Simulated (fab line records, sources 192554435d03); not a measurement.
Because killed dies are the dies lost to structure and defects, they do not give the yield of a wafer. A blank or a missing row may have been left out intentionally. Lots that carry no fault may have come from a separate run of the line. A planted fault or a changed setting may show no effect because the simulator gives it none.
fab line records	flow n5Finfet
record: lots: 12	wafers: 36	lastDay: 17
route steps=1938 shown BEOL_M4@1094 MIM_TOP@1837 MIM_BOT_ETCH@1867 PAD_METAL@1894 PASSIVATION@1936
lots with no fault: from the same line, run without faults
startH: start of the lot's first displayed wafer, in hours after the record's first day	waitH: hours from the lot's prior step to this one	" same as the row above	L1.1+2: several wafers, shown together as one row	- no value, or no start given	* or withheld: withheld	< > ~ a bound
route shown NAME@n: names a module that has steps shown in the file, with the first one's number in the route	usual: average and standard deviation across the fault-free wafers	same: alike in all rows	chamber/n: place in a boat	sites: readings site by site	_std_site: standard deviation of those values	_edge_site: inner sites' mean taken away from outer sites' mean	radiusMm: how far each site lies from the wafer's centre	mask NAME#n: copy n	behind: the tool/chamber that last shaped the wafer	hold: reason for holding the lot/hours on hold/outcome of the hold	device: names the non-switching transistor (n, p or np)	end of line: tests run on the same wafers once the route is complete	where a step has no rows: the recipe by itself	killed: at the first sort, the dies lost to defects and structure; wafer yield is something else	map: a wafer's dies, x killed, . not, _ none there
set.NAME: setting as actually run; set.NAME@STEP: the setting as run at that earlier step	model.NAME: the simulator's own value behind a step, which no gauge read
the route's steps for a sample of lots (tables are steps, rows are wafers)
services: a tool's chamber out of use, with start hour (startH, from the record's first day; less than 0 if before it), hours out, and reason
== steps ==
step: N5_BEOL_M4_SPUTTER_90
recipe: material: Cu	targetThkA: 45	tempC: -20	chamberPressurePa: 0.07	powerW: withheld	timeS: 8.29
usual: throttleValvePct: 30.2/0.98
lot.wafer	tool	chamber	startH	waitH	throttleValvePct
L888.3	pvdSputter-02	-	156.79	0.1	29.4
L888.4	"	-	"	"	31.1
L888.5	"	-	"	"	31.5
L889.2	pvdSputter-01	-	163.98	0.1	29.0
L889.4	"	-	"	"	31.3
L889.6	"	-	"	"	31.3
L890.2	pvdSputter-02	-	175.89	0.1	31.1
L890.5	"	-	"	"	30.9
L890.6	"	-	"	"	30.4
L892.1	pvdSputter-01	-	177.73	0.1	31.6
L892.2	"	-	"	"	28.8
L892.6	"	-	"	"	30.9
L895.2	pvdSputter-03	-	205.89	0.1	30.0
L895.4	"	-	"	"	30.2
L895.6	"	-	"	"	29.6
L898.2	pvdSputter-01	-	228.00	0.1	31.0
L898.3	"	-	"	"	28.9
L898.6	"	-	"	"	31.2
L900.1	pvdSputter-01	-	233.40	0.1	31.1
L900.2	"	-	"	"	31.3
L900.5	"	-	"	"	31.0
L901.1	pvdSputter-03	-	241.21	0.1	30.1
L901.4	"	-	"	"	30.1
L901.6	"	-	"	"	28.5
L902.1	pvdSputter-02	-	250.55	0.1	30.8
L902.3	"	-	"	"	29.5
L902.6	"	-	"	"	30.4
L909.3	pvdSputter-02	-	300.93	0.1	31.3
L909.4	"	-	"	"	30.3
L909.5	"	-	"	"	31.4
L910.3	pvdSputter-03	-	301.07	0.1	30.4
L910.5	"	-	"	"	30.1
L910.6	"	-	"	"	28.1
L911.1	pvdSputter-02	-	302.77	0.1	30.6
L911.2	"	-	"	"	29.7
L911.6	"	-	"	"	31.1
step: N5_MIM_TOP_DEGAS_04
recipe: ambient: vacuum	tempC: 300	timeS: 60
usual: heaterPowerW: 462/40
lot.wafer	tool	chamber	startH	waitH	heaterPowerW
L888.3	pvdSputter-01	-	247.23	-	443
L888.4	"	-	"	"	510
L888.5	"	-	"	"	510
L889.2	pvdSputter-02	-	258.15	-	488
L889.4	"	-	"	"	401
L889.6	"	-	"	"	435
L892.1	pvdSputter-03	-	270.20	-	436
L892.2	"	-	"	"	453
L892.6	"	-	"	"	396
L890.2	pvdSputter-03	-	273.36	-	433
L890.5	"	-	"	"	440
L890.6	"	-	"	"	418
L895.2	pvdSputter-01	-	303.72	-	421
L895.4	"	-	"	"	542
L895.6	"	-	"	"	437
L898.2	pvdSputter-03	-	309.78	-	407
L898.3	"	-	"	"	432
L898.6	"	-	"	"	395
L900.1	pvdSputter-01	-	316.36	-	421
L900.2	"	-	"	"	529
L900.5	"	-	"	"	525
L901.1	pvdSputter-01	-	332.19	-	521
L901.4	"	-	"	"	504
L901.6	"	-	"	"	454
L902.1	pvdSputter-01	-	343.76	-	509
L902.3	"	-	"	"	425
L902.6	"	-	"	"	540
L909.3	pvdSputter-02	-	389.42	-	400
L909.4	"	-	"	"	495
L909.5	"	-	"	"	493
L910.3	pvdSputter-01	-	391.63	-	438
L910.5	"	-	"	"	432
L910.6	"	-	"	"	499
L911.1	pvdSputter-02	-	392.87	-	391
L911.2	"	-	"	"	480
L911.6	"	-	"	"	493
step: N5_MIM_BOT_ETCH_ETCH_03
recipe: chemistry: Cl2/BCl3	targetDepthA: 120	pressureMtorr: 8	icpW: 800	biasW: 100	Cl2_flow_sccm: 20	bcl3FlowSccm: 80
usual: drypumpMotorCurrentA: 5.5/0.42	heBacksideLeakSccm: 3.48/0.27	oesProductAu: 0.77/0.052	throttleValvePct: 27.50/0.18
lot.wafer	tool	chamber	startH	waitH	drypumpMotorCurrentA	heBacksideLeakSccm	oesProductAu	rfHoursCounterH	throttleValvePct
L888.3	rieMetal-01	0	248.80	0.1	5.9	3.55	0.78	-	27.50
L888.4	"	1	"	"	5.2	3.34	0.89	-	27.52
L888.5	"	1	"	"	5.2	3.42	0.89	-	27.53
L889.2	rieMetal-01	0	259.67	0.1	5.9	3.56	0.77	45	27.50
L889.4	"	0	"	"	5.9	3.50	0.76	-	27.51
L889.6	"	1	"	"	5.2	3.41	0.88	-	27.51
L892.1	rieMetal-02	0	271.74	0.1	6.2	3.25	0.74	71	27.81
L892.2	"	1	"	"	5.2	3.50	0.72	55	27.19
L892.6	"	1	"	"	5.1	3.50	0.73	-	27.20
L890.2	rieMetal-01	0	274.90	0.1	5.9	3.80	0.76	47	27.53
L890.5	"	1	"	"	5.2	3.61	0.86	-	27.52
L890.6	"	0	"	"	5.9	3.80	0.76	-	27.51
L895.2	rieMetal-01	1	305.45	0.1	5.2	3.47	0.84	15	27.53
L895.4	"	1	"	"	5.2	3.43	0.84	-	27.55
L895.6	"	0	"	"	5.9	3.52	0.76	-	27.53
L898.2	rieMetal-03	0	311.32	0.1	5.2	3.19	0.78	21	27.39
L898.3	"	0	"	"	5.2	3.16	0.78	-	27.41
L898.6	"	1	"	"	5.7	3.42	0.74	-	27.42
L900.1	rieMetal-02	0	318.20	0.1	6.2	3.42	0.72	76	27.81
L900.2	"	1	"	"	5.1	3.63	0.71	60	27.21
L900.5	"	0	"	"	6.2	3.27	0.73	-	27.83
L901.1	rieMetal-01	1	334.07	0.1	5.2	3.40	0.85	17	27.53
L901.4	"	1	"	"	5.2	3.43	0.84	-	27.53
L901.6	"	0	"	"	5.9	3.72	0.75	-	27.53
L902.1	rieMetal-01	1	345.37	0.1	5.2	3.42	0.83	18	27.55
L902.3	"	1	"	"	5.2	3.35	0.83	-	27.54
L902.6	"	1	"	"	5.2	3.40	0.83	-	27.54
L909.3	rieMetal-03	0	391.05	0.1	5.2	3.01	0.75	-	27.41
L909.4	"	0	"	"	5.2	3.24	0.76	-	27.43
L909.5	"	0	"	"	5.2	3.12	0.76	-	27.40
L910.3	rieMetal-02	0	393.26	0.1	6.2	3.29	0.71	-	27.83
L910.5	"	1	"	"	5.1	3.74	0.69	-	27.23
L910.6	"	0	"	"	6.2	3.37	0.72	-	27.85
L911.1	rieMetal-03	0	394.31	0.1	5.2	3.15	0.76	29	27.42
L911.2	"	0	"	"	5.2	3.17	0.76	-	27.42
L911.6	"	0	"	"	5.2	3.18	0.75	-	27.42
step: N5_PASSIVATION_PRE_CLEAN_19
recipe: gas: H2/He	timeS: *	tempC: *
usual: heaterPowerW: 457/42
lot.wafer	tool	chamber	startH	waitH	heaterPowerW
L888.3	pvdSputter-02	-	255.20	0.0	393
L888.4	"	-	"	"	436
L888.5	"	-	"	"	396
L889.2	pvdSputter-02	-	262.34	0.0	486
L889.4	"	-	"	"	440
L889.6	"	-	"	"	480
L892.1	pvdSputter-02	-	276.07	0.0	460
L892.2	"	-	"	"	428
L892.6	"	-	"	"	456
L890.2	pvdSputter-03	-	276.84	0.0	443
L890.5	"	-	"	"	461
L890.6	"	-	"	"	393
L895.2	pvdSputter-01	-	307.65	0.0	450
L895.4	"	-	"	"	509
L895.6	"	-	"	"	533
L898.2	pvdSputter-02	-	314.85	0.0	487
L898.3	"	-	"	"	472
L898.6	"	-	"	"	474
L900.1	pvdSputter-01	-	321.79	0.0	448
L900.2	"	-	"	"	533
L900.5	"	-	"	"	510
L901.1	pvdSputter-01	-	338.83	0.0	511
L901.4	"	-	"	"	437
L901.6	"	-	"	"	518
L902.1	pvdSputter-03	-	349.88	0.0	441
L902.3	"	-	"	"	407
L902.6	"	-	"	"	465
L909.3	pvdSputter-01	-	395.05	0.0	434
L909.4	"	-	"	"	426
L909.5	"	-	"	"	408
L910.3	pvdSputter-03	-	395.45	0.0	403
L910.5	"	-	"	"	397
L910.6	"	-	"	"	461
L911.1	pvdSputter-02	-	398.69	0.0	464
L911.2	"	-	"	"	502
L911.6	"	-	"	"	409
step: N5_PASSIVATION_PROBE_49
usual: defectLimitedYield: 91.1/1.5	killed_at_M0_to_M3: 35/11	killed_at_M4_up: 13/5.7	killedAtContacts: 12/5.7	killedAtFrontEnd: 40/11	killedAtOther: 4/4.4	killedDies: 105/18	killedOpen: 68/14	killedShort: 34/7.4	sort_bin_5_function: 5.2/1	sort_bin_6_memory: 3.3/0.67	sort_bin_8_speed: 0.04/0.29	sortNPass: 1074/18	sortYieldPct: 91.0/1.5
same: grossDies: 1180	killedAtBackSide: 0	sort_bin_4_leakage[%]: 0
lot.wafer	tool	chamber	startH	waitH	defectLimitedYield[%]	killed_at_M0_to_M3	killed_at_M4_up	killedAtContacts	killedAtFrontEnd	killedAtOther	killedDies	killedOpen	killedShort	sort_bin_5_function[%]	sort_bin_6_memory[%]	sort_bin_8_speed[%]	sortNPass	sortYieldPct[%]
L895.2	prober-01	-	313.18	0.1	89.6	40	11	16	55	1	123	84	31	6.1	3.5	0	1057	89.6
L895.4	prober-01	-	313.28	0.2	90.4	31	21	8	51	2	113	82	29	6.2	2.9	0	1067	90.4
L895.6	prober-01	-	313.38	0.3	90.3	47	6	5	53	3	114	58	51	5.3	3.8	0	1066	90.3
L900.1	prober-01	-	327.48	0.0	88.4	49	11	24	49	4	137	87	38	6.4	4.2	0	1043	88.4
L900.2	prober-01	-	327.53	0.1	90.1	43	11	12	50	1	117	76	41	6.7	2.9	0	1063	90.1
L900.5	prober-01	-	327.68	0.2	92.5	31	15	12	29	1	88	65	14	4.4	2.9	0	1092	92.5
L901.1	prober-02	-	345.86	0.3	90.0	18	17	28	52	3	118	86	31	5.7	3.7	0	1062	90.0
L901.4	prober-02	-	346.01	0.5	93.1	20	14	9	35	4	82	56	22	3.4	3.1	0	1098	93.1
L901.6	prober-02	-	346.11	0.6	89.4	45	27	19	33	1	125	80	43	6.3	4.1	0	1055	89.4
L909.3	prober-02	-	401.41	0.1	85.5	31	72	12	41	15	171	50	45	8.1	3.6	0	1009	85.5
L909.4	prober-02	-	401.46	0.2	74.5	30	126	30	39	76	301	76	31	17.7	4.7	0	879	74.5
L909.5	prober-02	-	401.51	0.2	77.4	25	81	17	38	106	267	61	39	17.5	3.4	0	913	77.4
L911.1	prober-02	-	405.36	0.0	80.8	24	139	12	47	5	227	58	29	11.8	4.3	0	953	80.8
L911.2	prober-02	-	405.41	0.1	81.9	39	135	14	25	0	213	63	19	12.0	4.5	0	967	81.9
L911.6	prober-02	-	405.61	0.3	81.6	30	119	21	43	4	217	63	37	11.7	4.5	0	963	81.6
killed by level:class
L895.2 MOL_CONTACT_COAG:geometricParticle:open=16 FIN_SAQP:geometricParticle:open=14 STI_FIN_REVEAL:geometricParticle:open=11 BEOL_M3:geometricParticle:open=10 BEOL_M0_SAQP:geometricParticle:open=10 BEOL_M0_SAQP:geometricParticle:short=6 HKMG_FIN:areaEtch=6 GATE_CUT:geometricParticle:open=5
L895.4 FIN_SAQP:geometricParticle:open=14 BEOL_M4:geometricParticle:open=10 BEOL_M3:geometricParticle:open=9 STI_FIN_REVEAL:geometricParticle:open=8 BEOL_M2:geometricParticle:open=7 FIN_SAQP:geometricParticle:short=6 STARTING-WAFER:geometricParticle:open=6 MOL_CONTACT_COAG:geometricParticle:open=5
L895.6 FIN_SAQP:geometricParticle:short=19 BEOL_M0_SAQP:geometricParticle:short=8 BEOL_M0_SAQP:geometricParticle:open=8 BEOL_M3:geometricParticle:open=8 BEOL_M1:geometricParticle:open=7 FIN_SAQP:geometricParticle:open=7 DUMMY_GATE:geometricParticle:open=4 GATE_CUT:geometricParticle:short=4
L900.1 MOL_CONTACT_COAG:geometricParticle:open=21 BEOL_M0_SAQP:geometricParticle:open=19 BEOL_M0_SAQP:geometricParticle:short=13 FIN_SAQP:geometricParticle:open=11 FIN_SAQP:geometricParticle:short=9 HKMG_FIN:areaEtch=8 STI_FIN_REVEAL:geometricParticle:open=7 BEOL_M3:geometricParticle:open=7
L900.2 FIN_SAQP:geometricParticle:open=12 BEOL_M1:geometricParticle:open=11 FIN_SAQP:geometricParticle:short=10 MOL_CONTACT_COAG:geometricParticle:open=10 BEOL_M0_SAQP:geometricParticle:open=8 BEOL_M0_SAQP:geometricParticle:short=8 BEOL_M4:geometricParticle:open=7 STI_FIN_REVEAL:geometricParticle:open=6
L900.5 BEOL_M1:geometricParticle:open=11 MOL_CONTACT_COAG:geometricParticle:open=10 FIN_SAQP:geometricParticle:open=8 BEOL_M0_SAQP:geometricParticle:open=7 BEOL_M3:geometricParticle:open=6 BEOL_M4:geometricParticle:open=6 FIN_CUT:areaEtch=6 GATE_CUT:geometricParticle:short=4
L901.1 STI_FIN_REVEAL:geometricParticle:open=23 MOL_CONTACT_COAG:geometricParticle:open=21 BEOL_M4:geometricParticle:open=9 MOL_CONTACT_COAG:geometricParticle:short=7 GATE_CUT:geometricParticle:open=6 STI_FIN_REVEAL:geometricParticle:short=5 BEOL_M0_SAQP:geometricParticle:open=4 BEOL_M1:geometricParticle:open=4
L901.4 BEOL_M4:geometricParticle:open=8 MOL_CONTACT_COAG:geometricParticle:open=7 STI_FIN_REVEAL:geometricParticle:open=6 BEOL_M0_SAQP:geometricParticle:short=5 FIN_SAQP:geometricParticle:short=4 GATE_CUT:geometricParticle:short=4 BEOL_M0_SAQP:geometricParticle:open=4 BEOL_M1:geometricParticle:open=4
L901.6 BEOL_M0_SAQP:geometricParticle:short=15 MOL_CONTACT_COAG:geometricParticle:open=14 STI_FIN_REVEAL:geometricParticle:open=12 BEOL_M4:geometricParticle:open=11 BEOL_M0_SAQP:geometricParticle:open=9 BEOL_M2:geometricParticle:open=6 MOL_CONTACT_COAG:geometricParticle:short=5 BEOL_M1:geometricParticle:open=5
L909.3 BEOL_M4:unspecified=67 MOL_CONTACT_COAG:geometricParticle:open=9 FIN_SAQP:geometricParticle:short=8 GATE_CUT:geometricParticle:short=8 PASSIVATION:areaEtch=8 BEOL_M0_SAQP:geometricParticle:open=7 STI_FIN_REVEAL:geometricParticle:open=6 BEOL_M0_SAQP:geometricParticle:short=6
L909.4 BEOL_M4:unspecified=119 PASSIVATION:areaEtch=73 MOL_CONTACT_COAG:geometricParticle:open=24 STI_FIN_REVEAL:geometricParticle:open=15 FIN_SAQP:geometricParticle:short=8 BEOL_M1:geometricParticle:open=8 BEOL_M0:geometricParticle:open=8 MOL_CONTACT_COAG:geometricParticle:short=6
L909.5 PASSIVATION:areaEtch=97 BEOL_M4:unspecified=69 MOL_CONTACT_COAG:geometricParticle:open=15 FIN_SAQP:geometricParticle:short=6 GATE_CUT:geometricParticle:short=6 BEOL_M0_SAQP:geometricParticle:open=6 STI_FIN_REVEAL:geometricParticle:open=5 BEOL_M1:geometricParticle:open=5
L911.1 BEOL_M4:unspecified=129 BEOL_M3:geometricParticle:open=13 STI_FIN_REVEAL:geometricParticle:open=12 FIN_SAQP:geometricParticle:short=8 MOL_CONTACT_COAG:geometricParticle:open=8 HKMG_FIN:areaEtch=8 FIN_SAQP:geometricParticle:open=7 GATE_CUT:geometricParticle:short=4
L911.2 BEOL_M4:unspecified=131 BEOL_M3:geometricParticle:open=16 MOL_CONTACT_COAG:geometricParticle:open=9 FIN_SAQP:geometricParticle:open=7 BEOL_M1:geometricParticle:open=6 STI_FIN_REVEAL:geometricParticle:open=5 MOL_CONTACT_COAG:geometricParticle:short=5 BEOL_M2:geometricParticle:open=5
L911.6 BEOL_M4:unspecified=111 MOL_CONTACT_COAG:geometricParticle:open=14 BEOL_M3:geometricParticle:open=10 FIN_SAQP:geometricParticle:open=7 MOL_CONTACT_COAG:geometricParticle:short=7 BEOL_M2:geometricParticle:open=7 BEOL_M1:geometricParticle:open=6 HKMG_FIN:areaEtch=6
== services ==
tool	chamber	startH	hours	kind
rieMetal-02	0	134.83	3.9	repair
pvdSputter-01	-	144.28	0.7	repair
rieMetal-03	-	169.47	2.0	repair
rieMetal-02	-	170.17	0.7	repair
pvdSputter-02	-	177.09	4.0	repair
rieMetal-02	0	186.25	6.2	repair
rieMetal-01	-	242.11	2.8	pm
rieMetal-03	-	244.88	15.6	pm
rieMetal-02	-	268.80	1.4	pm
rieMetal-03	-	275.15	2.8	pm
rieMetal-01	0	341.88	13.9	repair
pvdSputter-03	-	366.40	10.0	repair
== key ==
firstSign: step: N5_PASSIVATION_PROBE_49	reading: killed_at_M4_up	direction: up	sigmas: 17	usual: 13	struck: 112
effect: step: N5_PASSIVATION_PROBE_49	reading: defectLimitedYield	direction: down	sigmas: 7.3	usual: 91.1	struck: 80.3
moreKillsBornAt: N5_BEOL_M4_SPUTTER_90@pvdSputter-02: 626
metAt N5_BEOL_M4_SPUTTER_90
struckLots L909,L911
baselineLoss: step: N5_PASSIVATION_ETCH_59	wafers: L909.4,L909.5
notActingAt N5_MIM_TOP_DEGAS_04,N5_MIM_BOT_ETCH_ETCH_03,N5_PASSIVATION_PRE_CLEAN_19
onsetBetween 250.55 300.93
fault: kind: chamberParticleSource	tool: pvdSputter-02	chamber: -	onsetH: 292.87	steps: N5_BEOL_M4_SPUTTER_90	ratePerVisitCm2: 0.88902
baselineLoss: these wafers lose ten dies or more at that step, a loss of the line's own and not of a fault; the sort's usual values leave them out
